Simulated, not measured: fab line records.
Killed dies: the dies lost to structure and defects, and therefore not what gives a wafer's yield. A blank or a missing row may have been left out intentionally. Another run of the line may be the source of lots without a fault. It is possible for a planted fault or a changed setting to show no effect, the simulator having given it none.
Matching of chambers :: flow n5Finfet :: N5_BEOL_M15_ILD_DEP_00 on pecvd-02 has 3 sister chambers
The step deposits SiO2 from TEOS/O2, target thk 1629.3 nm, time 346.1 s. 16 wafers are shown with their chamber, then 8 later ones without.

WAFERS WITH THEIR CHAMBER
wafer: L075.3
chamber: 2
throttleValvePct (%): 17.4
showerheadPlenumPTorr (Torr): 8.35
heaterPowerW (W): 650

wafer: L075.4
chamber: 2
throttleValvePct (%): 17.7
showerheadPlenumPTorr (Torr): 8.37
heaterPowerW (W): 728

wafer: L075.6
chamber: 0
throttleValvePct (%): 19.0
showerheadPlenumPTorr (Torr): 8.32
heaterPowerW (W): 564

wafer: L077.3
chamber: 1
throttleValvePct (%): 18.4
showerheadPlenumPTorr (Torr): 8.36
heaterPowerW (W): 584

wafer: L077.4
chamber: 0
throttleValvePct (%): 18.8
showerheadPlenumPTorr (Torr): 8.35
heaterPowerW (W): 564

wafer: L077.6
chamber: 2
throttleValvePct (%): 17.7
showerheadPlenumPTorr (Torr): 8.38
heaterPowerW (W): 595

wafer: L079.3
chamber: 1
throttleValvePct (%): 18.8
showerheadPlenumPTorr (Torr): 8.36
heaterPowerW (W): 643

wafer: L079.4
chamber: 0
throttleValvePct (%): 18.9
showerheadPlenumPTorr (Torr): 8.33
heaterPowerW (W): 731

wafer: L079.5
chamber: 0
throttleValvePct (%): 19.0
showerheadPlenumPTorr (Torr): 8.33
heaterPowerW (W): 582

wafer: L080.2
chamber: 2
throttleValvePct (%): 17.2
showerheadPlenumPTorr (Torr): 8.38
heaterPowerW (W): 716

wafer: L080.3
chamber: 1
throttleValvePct (%): 18.5
showerheadPlenumPTorr (Torr): 8.37
heaterPowerW (W): 657

wafer: L080.4
chamber: 0
throttleValvePct (%): 18.9
showerheadPlenumPTorr (Torr): 8.34
heaterPowerW (W): 578

wafer: L088.3
chamber: 1
throttleValvePct (%): 18.6
showerheadPlenumPTorr (Torr): 8.37
heaterPowerW (W): 568

wafer: L088.5
chamber: 0
throttleValvePct (%): 18.9
showerheadPlenumPTorr (Torr): 8.34
heaterPowerW (W): 728

wafer: L088.6
chamber: 2
throttleValvePct (%): 17.8
showerheadPlenumPTorr (Torr): 8.36
heaterPowerW (W): 559

wafer: L091.1
chamber: 0
throttleValvePct (%): 18.9
showerheadPlenumPTorr (Torr): 8.33
heaterPowerW (W): 717

SIGNATURES, as means of the wafers listed above
reading: throttleValvePct
chamber 0: 18.914
chamber 1: 18.575
chamber 2: 17.560
scatter within a chamber: 0.168

reading: showerheadPlenumPTorr
chamber 0: 8.3343
chamber 1: 8.3650
chamber 2: 8.3680
scatter within a chamber: 0.0102

reading: heaterPowerW
chamber 0: 637.71
chamber 1: 613.00
chamber 2: 649.60
scatter within a chamber: 72.4
Rule: for a wafer and a chamber, the distance is found by dividing, reading by reading, the gap between the wafer's reading and the chamber's mean by the reading's scatter, squaring, summing and taking the root. If the next closest chamber is less than 2 further off than the closest, the wafer can't be placed; otherwise it belongs to the closest. How the scatter is found: for the shown wafers, subtract from each reading the mean of its chamber, square and add these, divide the total by (wafers less chambers), then take the root.

WAFERS MISSING THEIR CHAMBER
wafer: L091.3
throttleValvePct (%): 18.8
showerheadPlenumPTorr (Torr): 8.35
heaterPowerW (W): 561

wafer: L091.5
throttleValvePct (%): 19.0
showerheadPlenumPTorr (Torr): 8.35
heaterPowerW (W): 574

wafer: L096.2
throttleValvePct (%): 17.7
showerheadPlenumPTorr (Torr): 8.38
heaterPowerW (W): 752

wafer: L096.3
throttleValvePct (%): 18.7
showerheadPlenumPTorr (Torr): 8.35
heaterPowerW (W): 601

wafer: L096.5
throttleValvePct (%): 19.0
showerheadPlenumPTorr (Torr): 8.36
heaterPowerW (W): 714

wafer: L081.1
throttleValvePct (%): 18.8
showerheadPlenumPTorr (Torr): 8.36
heaterPowerW (W): 610

wafer: L081.4
throttleValvePct (%): 18.8
showerheadPlenumPTorr (Torr): 8.37
heaterPowerW (W): 497

wafer: L081.5
throttleValvePct (%): 17.7
showerheadPlenumPTorr (Torr): 8.38
heaterPowerW (W): 584

CHAMBER TAKEN BY EACH
wafer: L091.3
from the rows above: can't be placed: 0 or 1
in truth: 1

wafer: L091.5
from the rows above: can't be placed: 0 or 1
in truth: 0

wafer: L096.2
from the rows above: 2
in truth: 2

wafer: L096.3
from the rows above: can't be placed: 1 or 0
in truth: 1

wafer: L096.5
from the rows above: can't be placed: 0 or 1
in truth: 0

wafer: L081.1
from the rows above: can't be placed: 1 or 0
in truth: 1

wafer: L081.4
from the rows above: can't be placed: 1 or 0
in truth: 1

wafer: L081.5
from the rows above: 2
in truth: 2
Placed correctly: 2 of 8. Unplaceable from these rows: 6, with the true chamber sitting among the candidates in 6. Wrongly placed: 0.
